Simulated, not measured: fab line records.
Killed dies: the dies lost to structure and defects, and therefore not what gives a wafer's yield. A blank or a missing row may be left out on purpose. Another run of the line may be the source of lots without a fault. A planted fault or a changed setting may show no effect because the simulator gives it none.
fab line records	flow n5Finfet
record lots=7	wafers=21	lastDay=18
route steps=1938 shown GATE_CUT@489 BEOL_M4@1111 PASSIVATION@1936
lots that met no fault: taken from a fault-free run of the same line
startH: start of the lot's first displayed wafer, in hours after the record's first day	waitH: hours since the lot's step before	" identical to the entry in the row above	L1.1+2: one row covering several wafers at once	- either no value or no given start	* or withheld: withheld	< > ~ a bound
route shown NAME@n: a module of which the file shows steps, and the number in the route of the first	usual: average and standard deviation across the fault-free wafers	same: alike in all rows	chamber/n: place in a boat	sites: the reading at each site	_std_site: the standard deviation of these	_edge_site: outer sites' mean less inner sites'	radiusMm: how far each site lies from the wafer's centre	mask NAME#n: copy n	behind: tool/chamber where the wafer was last shaped	hold: why the lot went on hold/how many hours it stayed there/how the hold came to an end	device: the n, p or np transistor that did not switch	end of line: the route-end tests of the same wafers	a step without rows: its recipe alone	killed: dies that structure and defects cost at the first sort, which is not the same as the wafer's yield	map: shows each die of a wafer: x if killed, . if not, _ if none is there
set.NAME: setting as actually run; set.NAME@STEP: the setting as run at that earlier step	model.NAME: the simulator's own value behind a step, which no gauge read
lots seen at some steps along the route; tables by step, rows by wafer
services: when a tool's chamber went out of use (startH, in hours from the record's first day, below 0 if earlier), for how many hours, and the reason
## steps
# step N5_GATE_CUT_INSPECT_15
# recipe mode=adi	inspectInstrument=brightfield
# usual rawDefectCount=132/40
lot.wafer	tool	chamber	startH	waitH	rawDefectCount
L213.1	defectInspect-01	-	141.75	0.1	132
L213.3	"	-	"	"	118
L213.4	"	-	"	"	128
L214.2	defectInspect-02	-	148.71	0.0	113
L214.3	"	-	"	"	101
L214.4	"	-	"	"	92
L215.1	defectInspect-01	-	151.23	0.1	183
L215.4	"	-	"	"	152
L215.6	"	-	"	"	154
L216.2	defectInspect-01	-	158.98	0.0	150
L216.3	"	-	"	"	141
L216.4	"	-	"	"	113
L219.3	defectInspect-02	-	176.41	0.0	120
L219.4	"	-	"	"	116
L219.6	"	-	"	"	143
L223.2	defectInspect-01	-	202.09	0.0	91
L223.3	"	-	"	"	100
L223.6	"	-	"	"	116
L226.1	defectInspect-02	-	219.63	0.1	43
L226.4	"	-	"	"	116
L226.5	"	-	"	"	125
# step N5_GATE_CUT_DESCUM_18
# recipe chemistry=O2	timeS=7	sourcePowerW=50	biasPowerW=20	pressureMtorr=20	rfFrequencyHz=2.712e+07	tempC=40	resist=CAR-EUV	o2FlowSccm=225
# step N5_GATE_CUT_ETCH_28
# recipe chemistry=N2/H2	target=underlayer	targetDepthA=130	maskMaterial=CAR-EUV	timeS=10.4	ionEnergyEv=200	pressureMtorr=30	sourceW=840	biasW=150	n2FlowSccm=200	h2FlowSccm=200	ends=cleared
# step N5_GATE_CUT_ETCH_36
# recipe chemistry=CF4	target=SiARC	targetDepthA=130	maskMaterial=CAR-EUV	timeS=21.7	ionEnergyEv=80	pressureMtorr=40	sourceW=545	biasW=36	Ar_flow_sccm=100	cf4FlowSccm=100	ends=cleared
# usual drypumpMotorCurrentA=5.6/0.43	etchRfOnTimeS=21.9/0.59	oesProductAu=0.63/0.049	rfVppV=184.1/1	showerheadPlenumPTorr=2.14/0.048	throttleValvePct=15.69/0.14
lot.wafer	tool	chamber	startH	waitH	drypumpMotorCurrentA	etchRfOnTimeS	oesProductAu	rfHoursCounterH	rfVppV	showerheadPlenumPTorr	throttleValvePct
L213.1	rieDiel-03	1	141.84	0.0	5.1	22.1	0.65	142	183.5	2.15	15.66
L213.3	"	0	"	"	5.5	22.2	0.74	46	184.1	2.09	15.49
L213.4	"	3	"	"	5.6	21.1	0.66	149	185.9	2.23	15.94
L214.2	rieDiel-03	3	148.80	0.0	5.6	20.9	0.66	151	185.3	2.23	15.95
L214.3	"	1	"	"	5.1	21.8	0.65	143	184.1	2.15	15.68
L214.4	"	2	"	"	5.1	22.3	0.57	239	185.6	2.20	15.64
L215.1	rieDiel-04	2	151.58	0.0	6.5	21.4	0.60	227	182.3	2.04	15.63
L215.4	"	0	"	"	6.1	20.9	0.64	179	184.8	2.14	15.69
L215.6	"	2	"	"	6.5	21.4	0.59	-	182.6	2.04	15.63
L216.2	rieDiel-03	1	159.06	0.0	5.1	21.6	0.65	146	185.4	2.15	15.67
L216.3	"	2	"	"	5.1	22.0	0.57	242	183.5	2.20	15.64
L216.4	"	3	"	"	5.6	20.7	0.66	154	185.4	2.23	15.95
L219.3	rieDiel-03	1	176.50	0.0	5.1	21.7	0.65	151	185.2	2.15	15.69
L219.4	"	3	"	"	5.6	20.8	0.66	159	185.1	2.22	15.95
L219.6	"	1	"	"	5.1	21.8	0.64	-	184.2	2.15	15.69
L223.2	rieDiel-05	1	202.24	0.0	5.6	23.0	0.59	197	183.0	2.12	15.73
L223.3	"	0	"	"	5.8	22.0	0.61	196	184.1	2.21	15.80
L223.6	"	1	"	"	5.6	22.9	0.59	-	182.5	2.12	15.73
L226.1	rieDiel-05	2	220.12	0.0	5.2	22.1	0.61	188	184.4	2.13	15.55
L226.4	"	1	"	"	5.6	23.0	0.59	201	182.0	2.12	15.73
L226.5	"	1	"	"	5.6	22.9	0.58	-	183.8	2.12	15.74
# step N5_GATE_CUT_ETCH_37
# recipe chemistry=N2/H2	target=SOC	targetDepthA=600	overetchA=120	maskMaterial=SiARC	tempC=40	timeS=90	ionEnergyEv=200	pressureMtorr=30	sourceW=840	biasW=150	n2FlowSccm=200	h2FlowSccm=200
# step N5_GATE_CUT_STRIP_38
# recipe chemistry=N2/H2	tempC=40	n2FlowSccm=200	h2FlowSccm=200	rfFrequencyHz=6e+07
# step N5_GATE_CUT_STRIP_39
# recipe chemistry=N2/H2	tempC=40	n2FlowSccm=200	h2FlowSccm=200	rfFrequencyHz=6e+07
# step N5_GATE_CUT_HM_OPEN_40
# recipe chemistry=C4F6/O2	target=SiO2	maskMaterial=SiARC	targetDepthA=1390	timeS=85.1	ionEnergyEv=250	pressureMtorr=30	sourceW=345	biasW=185	Ar_flow_sccm=300	C4F6_flow_sccm=10	O2_flow_sccm=10	ends=cleared
# usual drypumpMotorCurrentA=5.6/0.43	etchRfOnTimeS=95.5/2.2	oesProductAu=0.67/0.052	rfVppV=665/13	showerheadPlenumPTorr=2.84/0.063	throttleValvePct=20.99/0.13
lot.wafer	tool	chamber	startH	waitH	drypumpMotorCurrentA	etchRfOnTimeS	oesProductAu	rfHoursCounterH	rfVppV	showerheadPlenumPTorr	throttleValvePct
L213.1	rieDiel-03	1	141.95	0.0	5.1	93.4	0.70	142	678	2.85	20.97
L213.3	"	0	"	"	5.5	95.0	0.79	46	662	2.78	20.89
L213.4	"	3	"	"	5.6	93.0	0.70	149	689	2.96	21.27
L214.2	rieDiel-03	3	148.91	0.0	5.6	92.5	0.70	151	690	2.96	21.29
L214.3	"	1	"	"	5.1	94.8	0.69	144	678	2.85	20.94
L214.4	"	2	"	"	5.1	98.0	0.60	239	670	2.93	20.90
L215.1	rieDiel-04	2	151.69	0.0	6.5	92.6	0.62	227	670	2.71	20.98
L215.4	"	0	"	"	6.2	92.4	0.67	180	679	2.85	21.05
L215.6	"	2	"	"	6.5	95.9	0.62	-	670	2.71	20.96
L216.2	rieDiel-03	1	159.17	0.0	5.1	93.8	0.70	147	677	2.85	20.96
L216.3	"	2	"	"	5.1	97.0	0.60	242	670	2.93	20.89
L216.4	"	3	"	"	5.6	92.8	0.70	154	689	2.96	21.30
L219.3	rieDiel-03	1	176.61	0.0	5.1	95.8	0.68	151	678	2.84	20.94
L219.4	"	3	"	"	5.6	94.0	0.69	159	689	2.96	21.30
L219.6	"	1	"	"	5.1	95.4	0.69	-	679	2.84	20.96
L223.2	rieDiel-05	1	202.35	0.0	5.6	98.2	0.62	197	658	2.81	20.96
L223.3	"	0	"	"	5.8	94.0	0.66	196	674	2.93	21.04
L223.6	"	1	"	"	5.6	100.1	0.63	-	656	2.81	20.96
L226.1	rieDiel-05	2	220.23	0.0	5.2	93.0	0.65	188	646	2.83	20.88
L226.4	"	1	"	"	5.5	96.2	0.63	201	656	2.81	20.95
L226.5	"	1	"	"	5.5	98.1	0.62	-	656	2.81	20.95
# step N5_GATE_CUT_STRIP_41
# recipe chemistry=CF4	resist=SiARC	powerW=300	biasPowerW=75	pressureMtorr=50	cf4FlowSccm=150	rfFrequencyHz=6e+07
# usual drypumpMotorCurrentA=5.6/0.43	oesProductAu=0.171/0.013	rfVppV=271.3/1.2	showerheadPlenumPTorr=1.79/0.041	throttleValvePct=13.67/0.15
lot.wafer	tool	chamber	startH	waitH	drypumpMotorCurrentA	oesProductAu	rfHoursCounterH	rfVppV	showerheadPlenumPTorr	throttleValvePct
L213.1	rieDiel-03	1	142.01	0.0	5.1	0.177	142	270.2	1.81	13.64
L213.3	"	0	"	"	5.5	0.202	46	270.2	1.76	13.45
L213.4	"	3	"	"	5.6	0.175	149	274.3	1.86	13.90
L214.2	rieDiel-03	3	148.97	0.0	5.6	0.175	151	272.7	1.86	13.91
L214.3	"	1	"	"	5.1	0.173	144	272.7	1.81	13.64
L214.4	"	2	"	"	5.1	0.161	239	270.4	1.84	13.66
L215.1	rieDiel-04	2	151.76	0.0	6.5	0.159	227	269.8	1.71	13.59
L215.4	"	0	"	"	6.2	0.172	180	271.1	1.79	13.66
L215.6	"	2	"	"	6.5	0.159	-	269.5	1.71	13.60
L216.2	rieDiel-03	1	159.23	0.0	5.1	0.173	147	270.9	1.81	13.66
L216.3	"	2	"	"	5.1	0.155	242	273.3	1.84	13.65
L216.4	"	3	"	"	5.6	0.175	154	273.5	1.86	13.93
L219.3	rieDiel-03	1	176.67	0.0	5.1	0.174	151	272.0	1.81	13.68
L219.4	"	3	"	"	5.6	0.171	159	272.6	1.86	13.91
L219.6	"	1	"	"	5.1	0.175	-	270.9	1.81	13.67
L223.2	rieDiel-05	1	202.41	0.0	5.6	0.160	197	271.1	1.78	13.74
L223.3	"	0	"	"	5.8	0.166	196	272.0	1.85	13.82
L223.6	"	1	"	"	5.5	0.159	-	270.7	1.78	13.75
L226.1	rieDiel-05	2	220.30	0.0	5.2	0.167	188	270.6	1.77	13.51
L226.4	"	1	"	"	5.6	0.164	201	271.2	1.78	13.75
L226.5	"	1	"	"	5.5	0.162	-	269.7	1.78	13.74
# step N5_GATE_CUT_STRIP_42
# recipe chemistry=O2	powerW=400	tempC=40	pressureMtorr=30	rfFrequencyHz=6e+07	biasPowerW=0	overashFraction=0.3	o2FlowSccm=225
# usual drypumpMotorCurrentA=5.6/0.43	oesProductAu=0.74/0.059	rfVppV=3.7/0.5	showerheadPlenumPTorr=2.10/0.055	throttleValvePct=16.79/0.15
lot.wafer	tool	chamber	startH	waitH	drypumpMotorCurrentA	oesProductAu	rfHoursCounterH	rfVppV	showerheadPlenumPTorr	throttleValvePct
L213.1	rieDiel-03	1	142.03	0.0	5.1	0.77	142	2.8	2.12	16.83
L213.3	"	0	"	"	5.4	0.87	46	3.4	2.05	16.61
L213.4	"	3	"	"	5.6	0.77	149	3.4	2.19	17.04
L214.2	rieDiel-03	3	148.99	0.0	5.6	0.77	151	3.2	2.19	17.03
L214.3	"	1	"	"	5.1	0.78	144	3.8	2.12	16.80
L214.4	"	2	"	"	5.1	0.68	239	4.4	2.15	16.63
L215.1	rieDiel-04	2	151.78	0.0	6.6	0.69	227	3.4	1.98	16.66
L215.4	"	0	"	"	6.2	0.75	180	5.2	2.09	16.72
L215.6	"	2	"	"	6.5	0.70	-	4.2	1.98	16.63
L216.2	rieDiel-03	1	159.25	0.0	5.1	0.77	147	3.3	2.12	16.83
L216.3	"	2	"	"	5.1	0.67	242	3.4	2.15	16.63
L216.4	"	3	"	"	5.6	0.77	154	4.0	2.19	17.02
L219.3	rieDiel-03	1	176.69	0.0	5.1	0.77	151	4.1	2.12	16.83
L219.4	"	3	"	"	5.6	0.75	159	3.5	2.19	17.03
L219.6	"	1	"	"	5.1	0.76	-	3.5	2.12	16.83
L223.2	rieDiel-05	1	202.43	0.0	5.6	0.71	197	3.9	2.09	16.85
L223.3	"	0	"	"	5.8	0.72	196	3.6	2.19	16.97
L223.6	"	1	"	"	5.6	0.70	-	3.2	2.09	16.84
L226.1	rieDiel-05	2	220.32	0.0	5.2	0.72	188	3.6	2.10	16.69
L226.4	"	1	"	"	5.6	0.71	201	3.6	2.08	16.84
L226.5	"	1	"	"	5.6	0.70	-	3.7	2.08	16.85
# step N5_GATE_CUT_ETCH_19
# recipe chemistry=CH3F/O2	target=SiNx	maskMaterial=SiO2	targetDepthA=537	timeS=76.7	pressureMtorr=30	sourceW=395	biasW=73	Ar_flow_sccm=150	CH3F_flow_sccm=30	O2_flow_sccm=20	ionEnergyEv=120	ends=cleared
# step N5_GATE_CUT_CUT_ETCH_53
# recipe chemistry=SF6/Cl2	target=W	maskMaterial=SiO2	targetDepthA=792	pressureMtorr=8	icpW=900	biasW=80	SF6_flow_sccm=40	Cl2_flow_sccm=60	ends=cleared
# step N5_GATE_CUT_CUT_ETCH_54
# recipe chemistry=Cl2/BCl3	target=TiN	maskMaterial=SiO2	targetDepthA=967	pressureMtorr=10	icpW=1000	biasW=126	Cl2_flow_sccm=53.25	bcl3FlowSccm=21.75	Ar_flow_sccm=25	ends=cleared
# usual drypumpMotorCurrentA=5.8/0.41	etchRfOnTimeS=36.5/0.52	oesProductAu=0.67/0.1	throttleValvePct=22.23/0.19
lot.wafer	tool	chamber	startH	waitH	drypumpMotorCurrentA	etchRfOnTimeS	oesProductAu	rfHoursCounterH	throttleValvePct
L213.1	rieMetal-01	0	142.24	0.0	5.3	37.2	0.54	127	22.00
L213.3	"	0	"	"	5.3	37.1	0.54	-	22.00
L213.4	"	1	"	"	6.3	36.3	0.60	-	22.15
L214.2	rieMetal-03	1	149.20	0.0	5.7	37.6	0.88	1	22.37
L214.3	"	0	"	"	6.1	36.6	0.71	-	22.36
L214.4	"	1	"	"	5.7	37.3	0.89	-	22.36
L215.1	rieMetal-03	1	151.98	0.0	5.7	26.9	1.07	1	22.15
L215.4	"	1	"	"	5.7	26.9	1.08	-	22.13
L215.6	"	0	"	"	6.2	26.3	0.87	-	22.16
L216.2	rieMetal-03	1	159.46	0.0	5.7	27.0	1.05	2	22.17
L216.3	"	1	"	"	5.8	26.9	1.06	-	22.16
L216.4	"	0	"	"	6.2	26.4	0.86	-	22.16
L219.3	rieMetal-03	1	176.92	0.0	5.7	26.8	1.06	-	22.14
L219.4	"	0	"	"	6.2	26.3	0.86	-	22.17
L219.6	"	0	"	"	6.2	26.2	0.86	-	22.17
L223.2	rieMetal-01	0	202.64	0.0	5.3	37.6	0.53	133	22.02
L223.3	"	0	"	"	5.3	37.1	0.53	-	22.01
L223.6	"	1	"	"	6.3	36.4	0.60	-	22.17
L226.1	rieMetal-01	1	220.58	0.1	6.3	36.2	0.60	103	22.15
L226.4	"	1	"	"	6.3	36.0	0.60	-	22.18
L226.5	"	1	"	"	6.3	35.9	0.59	-	22.15
# step N5_GATE_CUT_CUT_ETCH_55
# recipe chemistry=BCl3	target=HfO2	maskMaterial=SiO2	targetDepthA=32	ionEnergyEv=30	pressureMtorr=5	icpW=450	biasW=18	bcl3FlowSccm=80
# usual drypumpMotorCurrentA=5.8/0.41	oesProductAu=0.74/0.12	throttleValvePct=32.9/0.42
lot.wafer	tool	chamber	startH	waitH	drypumpMotorCurrentA	oesProductAu	rfHoursCounterH	throttleValvePct
L213.1	rieMetal-01	0	142.30	0.0	5.3	0.61	127	32.4
L213.3	"	0	"	"	5.3	0.61	-	32.4
L213.4	"	1	"	"	6.3	0.67	-	32.7
L214.2	rieMetal-03	1	149.26	0.0	5.7	0.98	1	33.3
L214.3	"	0	"	"	6.1	0.78	-	33.0
L214.4	"	1	"	"	5.7	0.99	-	33.3
L215.1	rieMetal-03	1	152.04	0.0	5.7	0.98	1	33.3
L215.4	"	1	"	"	5.7	0.98	-	33.3
L215.6	"	0	"	"	6.1	0.78	-	33.0
L216.2	rieMetal-03	1	159.52	0.0	5.7	0.97	2	33.3
L216.3	"	1	"	"	5.7	0.97	-	33.3
L216.4	"	0	"	"	6.2	0.78	-	33.0
L219.3	rieMetal-03	1	176.97	0.0	5.8	0.96	-	33.3
L219.4	"	0	"	"	6.1	0.78	-	33.0
L219.6	"	0	"	"	6.2	0.78	-	33.0
L223.2	rieMetal-01	0	202.70	0.0	5.3	0.60	133	32.4
L223.3	"	0	"	"	5.3	0.60	-	32.4
L223.6	"	1	"	"	6.3	0.65	-	32.7
L226.1	rieMetal-01	1	220.70	0.1	6.3	0.65	103	32.7
L226.4	"	1	"	"	6.3	0.65	-	32.7
L226.5	"	1	"	"	6.3	0.65	-	32.7
# step N5_BEOL_M4_RC_MEAS_101
# usual DIBL_N=36.2/1.6	DIBL_P=36.1/2	IOFF_N=0.16/0.032	IOFF_P=0.22/0.036	ION_N=672/11	ION_P=463/7.5	SS_N=71.4/0.58	SS_P=73.2/0.67	VT_N=250/3.3	VT_P=-250/3.3
lot.wafer	tool	chamber	startH	waitH	DIBL_N[mV/V]	DIBL_P[mV/V]	IOFF_N[nA/um]	IOFF_P[nA/um]	ION_N[uA/um]	ION_P[uA/um]	SS_N[mV/dec]	SS_P[mV/dec]	VT_N[mV]	VT_P[mV]
L213.1	prober-02	0	224.54	0.0	37.1	38.6	0.16	0.26	656	467	71.9	73.2	249	-246
L213.3	"	0	"	"	38.7	39.4	0.18	0.27	671	465	71.2	73.7	249	-245
L213.4	"	0	"	"	39.2	39.8	0.20	0.29	674	468	71.9	74.0	247	-245
L214.2	prober-02	0	234.53	0.2	36.8	37.7	0.19	0.24	692	470	72.0	73.8	246	-249
L214.3	"	0	"	"	37.0	38.1	0.20	0.26	688	471	72.2	74.4	244	-248
L214.4	"	0	"	"	33.3	33.7	0.12	0.17	653	455	71.4	72.2	253	-252
L215.1	prober-01	0	237.90	0.0	36.6	37.0	0.17	0.26	681	470	71.9	73.4	249	-245
L215.4	"	0	"	"	37.8	38.8	0.20	0.30	680	472	71.7	73.8	244	-244
L215.6	"	0	"	"	37.1	37.5	0.19	0.28	683	477	72.1	72.7	246	-242
L216.2	prober-02	0	247.13	0.2	34.8	35.3	0.16	0.23	689	477	70.9	72.6	246	-245
L216.3	"	0	"	"	37.3	37.4	0.20	0.27	690	472	71.5	74.3	248	-245
L216.4	"	0	"	"	38.0	37.1	0.20	0.25	686	471	71.9	73.0	246	-246
L219.3	prober-02	0	270.54	0.3	38.1	39.2	0.21	0.26	676	460	71.8	74.0	244	-247
L219.4	"	0	"	"	38.1	38.5	0.19	0.26	684	460	72.0	73.7	248	-246
L219.6	"	0	"	"	38.0	38.3	0.22	0.26	690	469	71.6	74.0	242	-244
L223.2	prober-02	0	317.48	0.2	39.6	37.8	0.25	0.23	679	459	73.6	73.9	245	-249
L223.3	"	0	"	"	38.6	37.9	0.20	0.24	666	453	72.5	74.0	249	-250
L223.6	"	0	"	"	37.0	36.2	0.18	0.20	673	454	72.5	73.8	246	-253
L226.1	prober-02	0	322.86	0.0	35.0	35.9	0.14	0.18	678	465	70.4	72.6	252	-251
L226.4	"	0	"	"	35.1	36.2	0.13	0.18	679	464	71.2	72.8	251	-252
L226.5	"	0	"	"	36.3	37.7	0.16	0.21	677	467	71.5	72.8	250	-253
# step N5_PASSIVATION_PROBE_49
# usual defectLimitedYield=91.4/1.3	killed_at_M0_to_M3=34/10	killed_at_M4_up=14/5.6	killedAtContacts=13/5.9	killedAtFrontEnd=37/9.9	killedAtOther=3.5/2.8	killedDies=101/15	killedOpen=67/12	killedShort=32/6.6	sort_bin_5_function=5.0/0.81	sort_bin_6_memory=3.2/0.66	sortNPass=1079/15	sortYieldPct=91.4/1.3
# same grossDies=1180	killedAtBackSide=0	sort_bin_4_leakage[%]=0	sort_bin_8_speed[%]=0
lot.wafer	tool	chamber	startH	waitH	defectLimitedYield[%]	killed_at_M0_to_M3	killed_at_M4_up	killedAtContacts	killedAtFrontEnd	killedAtOther	killedDies	killedOpen	killedShort	sort_bin_5_function[%]	sort_bin_6_memory[%]	sortNPass	sortYieldPct[%]
L214.2	prober-02	-	337.14	0.1	90.8	44	15	10	33	7	109	70	37	5.0	3.9	1071	90.8
L214.3	prober-02	-	337.19	0.1	91.1	47	13	6	32	7	105	81	24	5.8	2.6	1075	91.1
L214.4	prober-02	-	337.24	0.2	90.7	42	18	12	36	2	110	78	31	5.3	3.9	1070	90.7
L219.3	prober-01	-	372.03	0.1	90.6	41	14	16	34	6	111	65	44	5.3	3.8	1069	90.6
L219.4	prober-01	-	372.08	0.2	91.6	22	9	15	53	0	99	70	29	5.0	3.2	1081	91.6
L219.6	prober-01	-	372.18	0.3	91.9	40	4	6	44	1	95	58	37	5.2	2.5	1085	91.9
L223.2	prober-02	-	418.70	0.6	89.3	34	23	13	55	1	126	88	38	6.1	4.6	1054	89.3
L223.3	prober-02	-	418.75	0.7	90.3	23	29	28	33	2	115	88	26	5.8	3.8	1065	90.3
L223.6	prober-02	-	418.90	0.8	89.2	35	28	13	48	4	128	99	27	6.7	3.7	1052	89.2
# killed by level:class
L214.2 BEOL_M2:geometricParticle:open=15 STI_FIN_REVEAL:geometricParticle:open=12 FIN_SAQP:geometricParticle:short=8 MOL_CONTACT_COAG:geometricParticle:open=7 BEOL_M0_SAQP:geometricParticle:short=7 BEOL_M0_SAQP:geometricParticle:open=6 BEOL_M3:geometricParticle:open=6 BEOL_M8:geometricParticle:open=5
L214.3 BEOL_M0_SAQP:geometricParticle:open=14 BEOL_M2:geometricParticle:open=12 FIN_SAQP:geometricParticle:open=11 BEOL_M0_SAQP:geometricParticle:short=9 STI_FIN_REVEAL:geometricParticle:open=6 MOL_CONTACT_COAG:geometricParticle:open=5 BEOL_M1:geometricParticle:open=5 BEOL_M3:geometricParticle:open=5
L214.4 MOL_CONTACT_COAG:geometricParticle:open=12 STI_FIN_REVEAL:geometricParticle:open=11 BEOL_M0_SAQP:geometricParticle:short=10 BEOL_M0_SAQP:geometricParticle:open=9 DUMMY_GATE:geometricParticle:open=8 BEOL_M4:geometricParticle:open=6 BEOL_M2:geometricParticle:open=6 BEOL_M1:geometricParticle:open=5
L219.3 MOL_CONTACT_COAG:geometricParticle:open=14 BEOL_M0_SAQP:geometricParticle:short=11 BEOL_M0_SAQP:geometricParticle:open=8 BEOL_M3:geometricParticle:open=8 STI_FIN_REVEAL:geometricParticle:open=7 ILD0:geometricParticle:short=7 FIN_SAQP:geometricParticle:short=5 FIN_SAQP:geometricParticle:open=5
L219.4 STI_FIN_REVEAL:geometricParticle:open=13 MOL_CONTACT_COAG:geometricParticle:open=12 FIN_SAQP:geometricParticle:open=11 GATE_CUT:geometricParticle:open=6 BEOL_M1:geometricParticle:open=5 ILD0:geometricParticle:open=4 DUMMY_GATE:geometricParticle:open=4 ILD0:geometricParticle:short=4
L219.6 BEOL_M0_SAQP:geometricParticle:short=12 STI_FIN_REVEAL:geometricParticle:open=12 FIN_SAQP:geometricParticle:short=8 BEOL_M3:geometricParticle:open=7 BEOL_M0_SAQP:geometricParticle:open=7 FIN_SAQP:geometricParticle:open=4 GATE_CUT:geometricParticle:short=4 MOL_CONTACT_COAG:geometricParticle:open=4
L223.2 STI_FIN_REVEAL:geometricParticle:open=15 BEOL_M4:geometricParticle:open=14 FIN_SAQP:geometricParticle:open=13 BEOL_M3:geometricParticle:open=11 MOL_CONTACT_COAG:geometricParticle:open=9 FIN_SAQP:geometricParticle:short=7 BEOL_M0_SAQP:geometricParticle:short=6 BEOL_M2:geometricParticle:open=5
L223.3 MOL_CONTACT_COAG:geometricParticle:open=24 BEOL_M4:geometricParticle:open=16 DUMMY_GATE:geometricParticle:open=9 FIN_SAQP:geometricParticle:open=5 STI_FIN_REVEAL:geometricParticle:open=4 STARTING-WAFER:geometricParticle:short=4 MOL_CONTACT_COAG:geometricParticle:short=4 BEOL_M0_SAQP:geometricParticle:short=4
L223.6 STI_FIN_REVEAL:geometricParticle:open=15 BEOL_M2:geometricParticle:open=13 MOL_CONTACT_COAG:geometricParticle:open=12 BEOL_M4:geometricParticle:open=11 BEOL_M3:geometricParticle:open=9 FIN_SAQP:geometricParticle:open=6 DUMMY_GATE:geometricParticle:open=6 BEOL_M7:geometricParticle:open=6
## services
tool	chamber	startH	hours	kind
rieDiel-04	-	118.88	14.6	pm
rieDiel-04	3	164.80	1.4	repair
rieDiel-03	2	186.93	-	clean
rieDiel-03	2	186.93	-	consumableReplace:focusRing
rieDiel-03	2	186.93	16.4	scheduledDown
rieDiel-03	2	186.93	16.4	ventCycle
rieDiel-03	1	194.09	2.4	repair
rieMetal-03	0	196.03	8.7	repair
rieMetal-01	0	211.92	-	clean
rieMetal-01	0	211.92	22.0	scheduledDown
rieMetal-01	0	211.92	22.0	ventCycle
## key
firstSign step=N5_GATE_CUT_CUT_ETCH_54	reading=etchRfOnTimeS	direction=down	sigmas=19	usual=*	struck=*
effect none on later readings
metAt N5_GATE_CUT_CUT_ETCH_54
struckWafers L215.1,L215.4,L215.6,L216.2,L216.3,L216.4,L219.3,L219.4,L219.6
rowsEnd L216.2,L216.3,L216.4
onsetBetween 149.20 151.98
earlierFault kind=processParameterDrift	tool=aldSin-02	chamber=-	onsetH=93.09	steps=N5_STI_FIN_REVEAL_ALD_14	channel=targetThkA	offset=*	shape=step	actsIn=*	stated=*
fault kind=processParameterDrift	tool=rieMetal-03	chamber=-	onsetH=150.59	steps=N5_GATE_CUT_CUT_ETCH_54	channel=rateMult	offset=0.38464	shape=step
# rowsEnd: these wafers met a further fault down the route, and their rows from its step on are left out
